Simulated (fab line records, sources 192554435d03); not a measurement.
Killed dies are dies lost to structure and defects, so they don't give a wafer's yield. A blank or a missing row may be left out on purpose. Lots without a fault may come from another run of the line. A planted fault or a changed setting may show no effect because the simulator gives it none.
fab line records | flow n5_finfet
record lots=10 wafers=29 last_day=18
route steps=1938 shown BEOL_M4@1111 BEOL_M5@1177 BEOL_M6@1194 PASSIVATION@1936
lots that met no fault: from a run of the same line without faults
start_h: hours from the record's first day to the start of the lot's first wafer shown | wait_h: hours since the lot's step before | " the same as in the row above | L1.1+2: a row that stands for several wafers | - no value, or no start given | * or withheld: withheld | < > ~ a bound
route shown NAME@n: a module of which the file shows steps, and the number in the route of the first | usual: mean/standard deviation of fault-free wafers | same: alike in all rows | chamber/n: place in a boat | sites: the reading at each site | _std_site: their standard deviation | _edge_site: outer sites' mean less inner sites' | radius_mm: how far each site lies from the wafer's centre | mask NAME#n: copy n | behind: the tool/chamber that last shaped the wafer | hold: why the lot was held/for how many hours/how that ended | device: the transistor (n, p or np) that didn't switch | end of line: the same wafers' tests at the end of the route | a step without rows: its recipe alone | killed: dies lost to structure and defects at the first sort, not the wafer's yield | map: a wafer's dies, x killed, . not, _ none there
set.NAME: the setting as run; set.NAME@STEP: as run at that earlier step | model.NAME: the simulator's own value behind a step, which no gauge read
steps of the route over a sample of lots; a table a step, a row a wafer
services: from which hour (start_h, from the record's first day; less than 0 if before it) a tool's chamber was out of use, for how many hours, and why
## steps
# step N5_BEOL_M4_RC_MEAS_101
# usual DIBL_N=36.1/1.7 DIBL_P=35.9/2.1 IOFF_N=0.154/0.029 IOFF_P=0.21/0.035 ION_N=673/10 ION_P=463/7.5 SS_N=71.6/0.59 SS_P=73.2/0.69 VT_N=250.5/2.9 VT_P=-250/3.2
# columns lot.wafer tool chamber start_h wait_h DIBL_N[mV/V] DIBL_P[mV/V] IOFF_N[nA/um] IOFF_P[nA/um] ION_N[uA/um] ION_P[uA/um] SS_N[mV/dec] SS_P[mV/dec] VT_N[mV] VT_P[mV]
L988.1 prober-01 0 199.89 0.0 36.0 36.4 0.148 0.21 673 468 71.7 73.7 253.1 -250
L988.2 " 0 " " 36.3 36.3 0.160 0.22 675 465 70.9 73.5 252.2 -247
L988.4 " 0 " " 38.3 39.3 0.189 0.27 690 474 71.7 74.4 247.2 -246
L989.1 prober-02 0 206.97 0.0 34.4 34.3 0.115 0.14 653 443 70.9 71.9 253.0 -259
L989.2 " 0 " " 39.7 39.3 0.204 0.20 664 447 72.2 73.8 248.9 -254
L989.4 " 0 " " 37.1 37.0 0.149 0.18 666 453 72.0 73.4 252.5 -256
L991.2 prober-01 0 207.37 0.2 36.4 37.0 0.176 0.25 679 468 71.1 73.8 247.4 -247
L991.4 " 0 " " 33.6 34.0 0.135 0.20 673 466 70.8 72.3 251.4 -248
L991.5 " 0 " " 34.9 35.1 0.156 0.22 679 468 71.6 73.7 251.6 -248
L990.1 prober-02 0 212.08 0.0 35.8 35.7 0.138 0.22 664 461 71.4 72.8 252.6 -250
L990.4 " 0 " " 36.5 37.4 0.160 0.24 672 469 71.9 73.1 249.0 -248
L990.5 " 0 " " 36.2 37.3 0.155 0.24 674 466 72.1 72.9 246.5 -247
L993.2 prober-02 0 228.15 0.2 37.4 37.2 0.176 0.23 692 477 72.4 74.2 247.8 -248
L993.3 " 0 " " 35.2 35.1 0.135 0.20 687 476 71.7 73.3 250.7 -252
L993.6 " 0 " " 34.7 34.6 0.126 0.18 679 466 72.3 72.6 253.0 -252
L994.3 prober-01 0 250.37 0.3 35.9 35.1 0.149 0.18 667 454 72.2 73.1 250.0 -253
L994.4 " 0 " " 36.2 35.7 0.153 0.19 683 465 71.1 72.3 248.9 -251
L994.5 " 0 " " 38.0 38.0 0.192 0.23 683 467 71.8 73.2 244.7 -249
L997.1 prober-01 0 252.55 0.0 35.5 33.6 0.129 0.17 671 458 71.4 73.4 253.9 -256
L997.3 " 0 " " 38.1 36.0 0.174 0.21 686 459 71.9 73.2 246.4 -250
L997.5 " 0 " " 34.7 32.0 0.118 0.15 653 445 70.9 72.0 252.6 -253
L995.4 prober-02 0 252.78 0.5 35.3 35.5 0.162 0.23 678 464 71.4 74.0 251.4 -245
L995.5 " 0 " " 35.3 35.3 0.161 0.23 677 464 70.8 73.5 250.4 -248
L995.6 " 0 " " 32.9 32.6 0.119 0.19 666 459 70.7 71.7 253.0 -247
L106.3 prober-02 0 306.34 0.3 36.1 34.5 0.143 0.21 668 466 70.9 72.8 252.3 -247
L106.4 " 0 " " 36.5 35.5 0.158 0.22 676 468 71.9 72.2 247.6 -249
L108.1 prober-02 0 322.26 0.1 36.6 33.7 0.141 0.17 670 458 71.2 73.6 252.5 -254
L108.2 " 0 " " 36.2 33.5 0.131 0.17 669 457 70.7 72.3 253.5 -254
L108.4 " 0 " " 38.7 37.3 0.171 0.21 675 456 71.6 73.7 247.2 -250
# step N5_BEOL_M5_SPUTTER_81
# recipe material=Cu target_thk_a=150 temp_c=-20 chamber_pressure_pa=0.07 power_w=withheld time_s=27.62
# usual throttle_valve_pct=30.0/1.1
# same time_s=27.62
# columns lot.wafer tool chamber start_h wait_h throttle_valve_pct
L988.1 pvd_sputter-02 - 207.81 0.5 30.7
L988.2 " - " " 29.6
L988.4 " - " " 31.6
L989.1 pvd_sputter-02 - 214.54 0.5 30.8
L989.2 " - " " 29.5
L989.4 " - " " 31.7
L991.2 pvd_sputter-03 - 216.65 0.5 28.6
L991.4 " - " " 29.3
L991.5 " - " " 29.2
L990.1 pvd_sputter-01 - 219.64 0.5 30.7
L990.4 " - " " 27.8
L990.5 " - " " 27.7
L993.2 pvd_sputter-03 - 236.43 0.5 29.3
L993.3 " - " " 28.5
L993.6 " - " " 28.7
L994.3 pvd_sputter-03 - 258.05 0.5 29.3
L994.4 " - " " 29.1
L994.5 " - " " 29.0
L997.1 pvd_sputter-01 - 260.20 0.5 30.8
L997.3 " - " " 27.5
L997.5 " - " " 30.2
L995.4 pvd_sputter-02 - 262.68 0.5 30.7
L995.5 " - " " 29.5
L995.6 " - " " 30.5
L106.3 pvd_sputter-01 - 313.01 0.5 30.8
L106.4 " - " " 30.3
L108.1 pvd_sputter-01 - 334.10 0.5 30.8
L108.2 " - " " 27.8
L108.4 " - " " 30.8
# step N5_BEOL_M5_SPUTTER_88
# recipe material=Cu target_thk_a=150 temp_c=-20 chamber_pressure_pa=0.07 power_w=withheld time_s=27.62
# usual throttle_valve_pct=30.0/1.1
# same time_s=27.62
# columns lot.wafer tool chamber start_h wait_h throttle_valve_pct
L988.1 pvd_sputter-02 - 209.99 0.5 31.0
L988.2 " - " " 29.9
L988.4 " - " " 31.9
L989.1 pvd_sputter-02 - 216.71 0.5 30.8
L989.2 " - " " 29.6
L989.4 " - " " 31.5
L991.2 pvd_sputter-03 - 218.82 0.5 28.9
L991.4 " - " " 29.2
L991.5 " - " " 29.3
L990.1 pvd_sputter-01 - 221.82 0.5 30.3
L990.4 " - " " 27.9
L990.5 " - " " 28.0
L993.2 pvd_sputter-03 - 238.61 0.5 29.2
L993.3 " - " " 28.6
L993.6 " - " " 28.6
L994.3 pvd_sputter-03 - 260.23 0.5 29.4
L994.4 " - " " 28.6
L994.5 " - " " 29.1
L997.1 pvd_sputter-01 - 262.38 0.5 31.0
L997.3 " - " " 27.9
L997.5 " - " " 30.2
L995.4 pvd_sputter-02 - 264.85 0.5 30.6
L995.5 " - " " 29.8
L995.6 " - " " 30.5
L106.3 pvd_sputter-01 - 315.18 0.5 30.6
L106.4 " - " " 30.2
L108.1 pvd_sputter-01 - 336.28 0.5 30.5
L108.2 " - " " 27.8
L108.4 " - " " 31.0
# step N5_BEOL_M6_ILD_DEP_00
# recipe material=SiCOH_lowk target_thk_a=1797.5 temp_c=300 precursor=DEMS/porogen pressure_torr=5 rf_w=500 time_s=33.4
# usual chamber_pressure_Torr=5.001/0.011 heater_power_w=307/43 showerhead_plenum_p_Torr=5.730/0.013 throttle_valve_pct=13.7/0.75
# columns lot.wafer tool chamber start_h wait_h chamber_pressure_Torr heater_power_w showerhead_plenum_p_Torr throttle_valve_pct
L988.1 pecvd-01 2 212.21 0.0 5.002 359 5.710 13.0
L988.2 " 0 " " 4.997 266 5.727 14.8
L988.4 " 2 " " 4.993 367 5.715 12.9
L989.1 pecvd-01 0 219.03 0.0 5.011 272 5.733 14.3
L989.2 " 1 " " 4.984 295 5.704 14.1
L989.4 " 2 " " 5.002 321 5.711 13.0
L991.2 pecvd-02 0 221.67 0.0 5.010 288 5.744 13.3
L991.4 " 0 " " 4.995 296 5.739 13.2
L991.5 " 1 " " 5.006 376 5.750 13.7
L990.1 pecvd-01 1 224.29 0.0 5.006 243 5.728 14.1
L990.4 " 2 " " 4.982 287 5.741 13.1
L990.5 " 1 " " 5.009 253 5.728 13.6
L993.2 pecvd-01 2 240.81 0.0 5.019 373 5.713 12.9
L993.3 " 1 " " 5.009 292 5.735 13.9
L993.6 " 2 " " 5.017 362 5.720 13.1
L994.3 pecvd-03 2 262.54 0.0 4.984 358 5.723 12.5
L994.4 " 0 " " 4.999 287 5.749 15.6
L994.5 " 2 " " 4.981 364 5.748 12.4
L997.1 pecvd-02 1 265.26 0.0 5.013 375 5.740 13.6
L997.3 " 2 " " 5.017 249 5.730 13.2
L997.5 " 0 " " 5.018 329 5.734 13.7
L995.4 pecvd-02 0 267.09 0.1 4.976 293 5.741 13.4
L995.5 " 2 " " 5.009 262 5.714 13.3
L995.6 " 1 " " 4.982 369 5.740 13.6
L106.3 pecvd-01 2 317.64 0.0 5.006 317 5.712 13.3
L106.4 " 0 " " 4.988 294 5.741 14.6
L108.1 pecvd-03 2 339.13 0.0 4.998 364 5.732 12.4
L108.2 " 1 " " 5.004 371 5.745 13.5
L108.4 " 0 " " 4.995 262 5.745 15.5
# step N5_BEOL_M6_THK_MEAS_01
# recipe reads=SiCOH_lowk_of_BEOL_M6_ILD_DEP_00
# usual M6_ILD_THK=155.4/2
# columns lot.wafer tool chamber start_h wait_h M6_ILD_THK[nm]
L988.1 film_metro-01 - 212.79 0.4 157.1
L988.2 " - " " 155.7
L988.4 " - " " 158.8
L989.1 film_metro-01 - 219.60 0.4 153.7
L989.2 " - " " 152.7
L989.4 " - " " 156.6
L991.2 film_metro-01 - 222.25 0.4 155.2
L991.4 " - " " 157.6
L991.5 " - " " 155.4
L990.1 film_metro-01 - 224.87 0.4 154.7
L990.4 " - " " 160.8
L990.5 " - " " 156.0
L993.2 film_metro-02 - 241.39 0.4 154.3
L993.3 " - " " 151.3
L993.6 " - " " 158.4
L994.3 film_metro-02 - 263.27 0.3 155.6
L994.4 " - " " 155.6
L994.5 " - " " 158.0
L997.1 film_metro-01 - 265.83 0.4 152.9
L997.3 " - " " 154.4
L997.5 " - " " 157.8
L995.4 film_metro-02 - 267.65 0.2 157.8
L995.5 " - " " 157.9
L995.6 " - " " 155.9
L106.3 film_metro-02 - 318.22 0.3 238.9
L106.4 " - " " 156.9
L108.1 film_metro-01 - 340.19 0.8 155.1
L108.2 " - " " 154.7
L108.4 " - " " 157.1
# step N5_BEOL_M6_HM_DEP_02
# recipe material=TiN target_thk_a=200 temp_c=25 chamber_pressure_pa=0.49996
# usual throttle_valve_pct=30.0/1.2
# columns lot.wafer tool chamber start_h wait_h throttle_valve_pct
L988.1 pvd_sputter-02 - 213.27 0.4 30.8
L988.2 " - " " 31.6
L988.4 " - " " 29.8
L989.1 pvd_sputter-02 - 220.34 0.7 29.5
L989.2 " - " " 31.0
L989.4 " - " " 31.7
L991.2 pvd_sputter-02 - 223.44 1.1 30.4
L991.4 " - " " 29.3
L991.5 " - " " 31.6
L990.1 pvd_sputter-03 - 225.02 0.1 28.5
L990.4 " - " " 28.9
L990.5 " - " " 30.8
L993.2 pvd_sputter-01 - 242.45 1.0 30.1
L993.3 " - " " 30.6
L993.6 " - " " 30.9
L994.3 pvd_sputter-01 - 263.72 0.4 30.4
L994.4 " - " " 27.8
L994.5 " - " " 30.7
L997.1 pvd_sputter-01 - 268.62 2.7 30.7
L997.3 " - " " 30.3
L997.5 " - " " 30.5
L995.4 pvd_sputter-01 - 268.82 1.1 27.7
L995.5 " - " " 30.4
L995.6 " - " " 30.6
L106.3 pvd_sputter-02 - 318.56 0.3 29.6
L106.4 " - " " 31.6
L108.1 pvd_sputter-02 - 341.43 1.2 31.6
L108.2 " - " " 30.7
L108.4 " - " " 31.8
# step N5_PASSIVATION_PROBE_49
# usual defect_limited_yield=91.3/1.4 killed_at_M0_to_M3=34/9.2 killed_at_M4_up=13/5.3 killed_at_contacts=12/6 killed_at_front_end=39/12 killed_at_other=4/3.3 killed_dies=102/17 killed_on_rim=13/3.9 killed_open=67/12 killed_short=34/7.4 sort_bin_5_function=5.1/1 sort_bin_6_memory=3.2/0.6 sort_n_pass=1078/17 sort_yield_pct=91.3/1.4
# same gross_dies=1180 killed_at_back_side=0 sort_bin_4_leakage[%]=0 sort_bin_8_speed[%]=0
# columns lot.wafer tool chamber start_h wait_h defect_limited_yield[%] killed_at_M0_to_M3 killed_at_M4_up killed_at_contacts killed_at_front_end killed_at_other killed_dies killed_on_rim killed_open killed_short sort_bin_5_function[%] sort_bin_6_memory[%] sort_n_pass sort_yield_pct[%]
L988.1 prober-02 - 298.30 0.0 90.9 36 22 12 34 3 107 14 71 31 4.9 3.3 1073 90.9
L988.2 prober-02 - 298.35 0.1 92.5 40 9 12 27 0 88 14 51 37 4.8 2.4 1092 92.5
L988.4 prober-02 - 298.45 0.2 91.8 47 9 7 30 4 97 13 61 35 4.1 3.5 1083 91.8
L991.2 prober-01 - 316.87 0.1 90.4 41 13 14 40 5 113 29 78 32 6.3 3.0 1067 90.4
L991.4 prober-01 - 316.97 0.2 92.1 34 12 3 44 0 93 16 67 26 4.9 2.8 1087 92.1
L991.5 prober-01 - 317.02 0.3 90.2 48 14 9 45 0 116 12 74 42 5.9 3.6 1064 90.2
L993.2 prober-02 - 332.78 0.1 91.2 52 10 13 26 3 104 7 67 35 5.1 3.6 1076 91.2
L993.3 prober-02 - 332.83 0.1 90.9 32 12 13 45 5 107 11 78 26 5.2 3.6 1073 90.9
L993.6 prober-02 - 332.98 0.3 90.8 36 12 7 49 5 109 20 77 29 5.5 3.6 1071 90.8
L994.3 prober-01 - 365.16 0.1 89.6 46 8 17 52 0 123 18 88 34 6.6 3.6 1057 89.6
L994.4 prober-01 - 365.21 0.2 89.3 53 14 8 45 6 126 19 80 39 6.4 3.2 1054 89.3
L994.5 prober-01 - 365.26 0.2 90.9 39 12 14 41 1 107 10 62 40 4.7 3.8 1073 90.9
L106.3 prober-02 - 415.11 0.1 0 29 1088 15 47 1 1180 152 77 30 96.1 3.6 0 0
L106.4 prober-02 - 415.16 0.2 90.1 34 13 21 42 7 117 12 73 41 6.6 2.5 1063 90.1
# killed by level:class
L988.1 MOL_CONTACT_COAG:geometric_particle:open=10 BEOL_M0_SAQP:geometric_particle:short=10 STI_FIN_REVEAL:geometric_particle:open=7 BEOL_M4:geometric_particle:open=7 BEOL_M0_SAQP:geometric_particle:open=7 BEOL_M6:geometric_particle:open=7 BEOL_M1:geometric_particle:open=6 FIN_SAQP:geometric_particle:short=4
L988.2 BEOL_M0_SAQP:geometric_particle:short=16 MOL_CONTACT_COAG:geometric_particle:open=11 BEOL_M0_SAQP:geometric_particle:open=11 FIN_SAQP:geometric_particle:short=8 FIN_SAQP:geometric_particle:open=7 BEOL_M4:geometric_particle:open=5 BEOL_M1:geometric_particle:open=4 BEOL_M2:geometric_particle:open=4
L988.4 BEOL_M0_SAQP:geometric_particle:open=16 BEOL_M0_SAQP:geometric_particle:short=12 STI_FIN_REVEAL:geometric_particle:open=10 BEOL_M1:geometric_particle:open=9 FIN_SAQP:geometric_particle:short=7 MOL_CONTACT_COAG:geometric_particle:open=6 BEOL_M3:geometric_particle:open=4 BEOL_M4:geometric_particle:open=4
L991.2 MOL_CONTACT_COAG:geometric_particle:open=13 STI_FIN_REVEAL:geometric_particle:open=11 BEOL_M2:geometric_particle:open=9 BEOL_M0_SAQP:geometric_particle:open=8 BEOL_M2:geometric_particle:short=6 BEOL_M0_SAQP:geometric_particle:short=5 BEOL_M3:geometric_particle:open=5 BEOL_M4:geometric_particle:open=5
L991.4 STI_FIN_REVEAL:geometric_particle:open=19 BEOL_M0_SAQP:geometric_particle:open=8 BEOL_M2:geometric_particle:open=8 BEOL_M0_SAQP:geometric_particle:short=6 FIN_SAQP:geometric_particle:open=4 FIN_SAQP:geometric_particle:short=4 BEOL_M8:geometric_particle:open=4 DUMMY_GATE:geometric_particle:short=3
L991.5 STI_FIN_REVEAL:geometric_particle:open=22 BEOL_M0_SAQP:geometric_particle:short=18 BEOL_M0_SAQP:geometric_particle:open=10 MOL_CONTACT_COAG:geometric_particle:open=7 BEOL_M1:geometric_particle:open=7 STI_FIN_REVEAL:geometric_particle:short=5 BEOL_M3:geometric_particle:open=4 GATE_CUT:geometric_particle:short=4
L993.2 BEOL_M2:geometric_particle:open=17 MOL_CONTACT_COAG:geometric_particle:open=10 BEOL_M1:geometric_particle:open=9 BEOL_M0_SAQP:geometric_particle:short=6 FIN_SAQP:geometric_particle:short=5 FIN_SAQP:geometric_particle:open=5 BEOL_M1:geometric_particle:short=5 STI_FIN_REVEAL:geometric_particle:open=4
L993.3 MOL_CONTACT_COAG:geometric_particle:open=12 BEOL_M3:geometric_particle:open=12 FIN_SAQP:geometric_particle:short=8 FIN_SAQP:geometric_particle:open=8 STI_FIN_REVEAL:geometric_particle:open=8 BEOL_M1:geometric_particle:open=8 DUMMY_GATE:geometric_particle:open=7 BEOL_M2:geometric_particle:open=5
L993.6 FIN_SAQP:geometric_particle:open=13 BEOL_M1:geometric_particle:open=12 FIN_SAQP:geometric_particle:short=10 BEOL_M2:geometric_particle:open=6 ILD0:geometric_particle:short=6 MOL_CONTACT_COAG:geometric_particle:open=6 BEOL_M0_SAQP:geometric_particle:open=6 DUMMY_GATE:geometric_particle:open=5
L994.3 FIN_SAQP:geometric_particle:open=17 MOL_CONTACT_COAG:geometric_particle:open=16 BEOL_M2:geometric_particle:open=15 FIN_SAQP:geometric_particle:short=14 BEOL_M1:geometric_particle:open=13 BEOL_M3:geometric_particle:open=5 ILD0:geometric_particle:short=4 BEOL_M0_SAQP:geometric_particle:short=4
L994.4 BEOL_M2:geometric_particle:open=15 BEOL_M3:geometric_particle:open=12 STI_FIN_REVEAL:geometric_particle:open=7 BEOL_M0_SAQP:geometric_particle:short=7 HKMG_FIN:area_etch=7 FIN_SAQP:geometric_particle:open=6 FIN_SAQP:geometric_particle:short=6 MOL_CONTACT_COAG:geometric_particle:open=6
L994.5 MOL_CONTACT_COAG:geometric_particle:open=13 FIN_SAQP:geometric_particle:short=12 BEOL_M0_SAQP:geometric_particle:open=8 BEOL_M0_SAQP:geometric_particle:short=7 BEOL_M2:geometric_particle:open=6 ILD0:geometric_particle:open=6 FIN_SAQP:geometric_particle:open=5 BEOL_M3:geometric_particle:open=5
L106.3 BEOL_M6:area_etch=1073 STI_FIN_REVEAL:geometric_particle:open=15 BEOL_M2:geometric_particle:open=13 MOL_CONTACT_COAG:geometric_particle:open=11 FIN_SAQP:geometric_particle:short=8 BEOL_M4:geometric_particle:open=7 FIN_SAQP:geometric_particle:open=6 BEOL_M0_SAQP:geometric_particle:short=6
L106.4 MOL_CONTACT_COAG:geometric_particle:open=18 FIN_SAQP:geometric_particle:short=10 BEOL_M0_SAQP:geometric_particle:short=9 BEOL_M0_SAQP:geometric_particle:open=8 BEOL_M2:geometric_particle:open=7 STI_FIN_REVEAL:geometric_particle:open=6 FIN_SAQP:geometric_particle:open=5 BEOL_M3:geometric_particle:open=5
## services
# columns tool chamber start_h hours kind
pvd_sputter-01 - 188.78 0.6 repair
pecvd-03 0 227.00 - calibration
pecvd-03 1 250.46 5.5 scheduled_down
pecvd-02 2 251.26 2.1 scheduled_down
pecvd-03 0 272.56 2.1 scheduled_down
pecvd-01 1 284.69 6.8 repair
pecvd-01 - 286.81 3.3 repair
## key
first_sign step=N5_BEOL_M6_THK_MEAS_01 reading=M6_ILD_THK direction=up sigmas=41 usual=155.4 struck=238.9
effect step=N5_PASSIVATION_PROBE_49 reading=killed_at_M4_up direction=up sigmas=99+ usual=13 struck=1088
more_kills_born_at N5_BEOL_M6_ETCH_41@rie_diel-01=1073
met_at N5_BEOL_M6_ILD_DEP_00
struck_lots L106
struck_wafers L106.3
later_rows_left_out L106.3
not_acting_at N5_BEOL_M5_SPUTTER_81,N5_BEOL_M5_SPUTTER_88,N5_BEOL_M6_HM_DEP_02
onset_between 240.81 317.64
fault kind=process_parameter_drift tool=pecvd-01 chamber=- onset_h=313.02 steps=N5_BEOL_M6_ILD_DEP_00 channel=time_s offset=* shape=step end_h=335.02 scope=struck_wafers_only acts_in=* stated=*
# later_rows_left_out: the simulator's readings of these wafers behind a module that went badly wrong aren't trusted and aren't shown, but for the sort
